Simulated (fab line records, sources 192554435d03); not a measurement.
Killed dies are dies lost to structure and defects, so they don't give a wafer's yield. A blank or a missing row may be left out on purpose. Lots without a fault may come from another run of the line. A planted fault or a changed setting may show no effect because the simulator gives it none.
Chamber matching | flow n5_finfet | N5_BEOL_M5_ETCH_61 on rie_diel-06: 4 sister chambers
The step etches SiARC in CF4, target depth 15.6 nm, time 26 s. 16 wafers are shown with their chamber, then 8 later ones without.

WAFERS WITH THEIR CHAMBER
wafer  | chamber | throttle_valve_pct (%) | showerhead_plenum_p_Torr (Torr) | oes_product_au (a.u.)
L074.1 | 2       | 15.98                  | 2.14                            | 0.61
L074.2 | 0       | 15.56                  | 2.09                            | 0.77
L074.3 | 1       | 15.08                  | 2.17                            | 0.74
L077.3 | 2       | 16.01                  | 2.14                            | 0.60
L077.4 | 0       | 15.56                  | 2.09                            | 0.76
L077.6 | 2       | 16.00                  | 2.14                            | 0.61
L075.3 | 2       | 16.01                  | 2.14                            | 0.59
L075.4 | 3       | 15.65                  | 2.27                            | 0.72
L075.6 | 1       | 15.09                  | 2.17                            | 0.74
L082.1 | 3       | 15.67                  | 2.27                            | 0.71
L082.4 | 3       | 15.67                  | 2.26                            | 0.71
L082.5 | 2       | 16.02                  | 2.14                            | 0.60
L084.1 | 0       | 15.62                  | 2.08                            | 0.75
L084.5 | 2       | 16.03                  | 2.13                            | 0.59
L084.6 | 1       | 15.13                  | 2.16                            | 0.72
L088.2 | 3       | 15.68                  | 2.26                            | 0.71

SIGNATURES (means of the wafers above)
reading                  | chamber 0 | chamber 1 | chamber 2 | chamber 3 | scatter within a chamber
throttle_valve_pct       | 15.5800   | 15.1000   | 16.0083   | 15.6675   | 0.0219
showerhead_plenum_p_Torr | 2.0867    | 2.1667    | 2.1383    | 2.2650    | 0.00514
oes_product_au           | 0.7600    | 0.7333    | 0.6000    | 0.7125    | 0.00886
Rule: a wafer's distance from a chamber is the root of the sum, over the readings, of the square of ((its reading less the chamber's mean) divided by the reading's scatter). The wafer belongs to the nearest chamber; if the next one is less than 2 further off, it can't be placed. The scatter: the root of (the sum of the squares of (reading less its chamber's mean) over the shown wafers, divided by (wafers less chambers)).

WAFERS WITHOUT THEIR CHAMBER
wafer  | throttle_valve_pct (%) | showerhead_plenum_p_Torr (Torr) | oes_product_au (a.u.)
L088.5 | 15.12                  | 2.16                            | 0.73
L088.6 | 15.62                  | 2.08                            | 0.74
L091.1 | 16.07                  | 2.13                            | 0.59
L091.3 | 15.70                  | 2.26                            | 0.71
L091.4 | 15.13                  | 2.16                            | 0.72
L096.1 | 16.07                  | 2.13                            | 0.59
L096.2 | 15.15                  | 2.16                            | 0.71
L096.4 | 15.71                  | 2.25                            | 0.69

WHICH CHAMBER EACH WENT THROUGH
wafer  | from the rows above | in truth
L088.5 | 1                   | 1
L088.6 | 0                   | 0
L091.1 | 2                   | 2
L091.3 | 3                   | 3
L091.4 | 1                   | 1
L096.1 | 2                   | 2
L096.2 | 1                   | 1
L096.4 | 3                   | 3
Placed correctly: 8 of 8. Can't be placed from these rows: 0. Placed wrongly: 0.
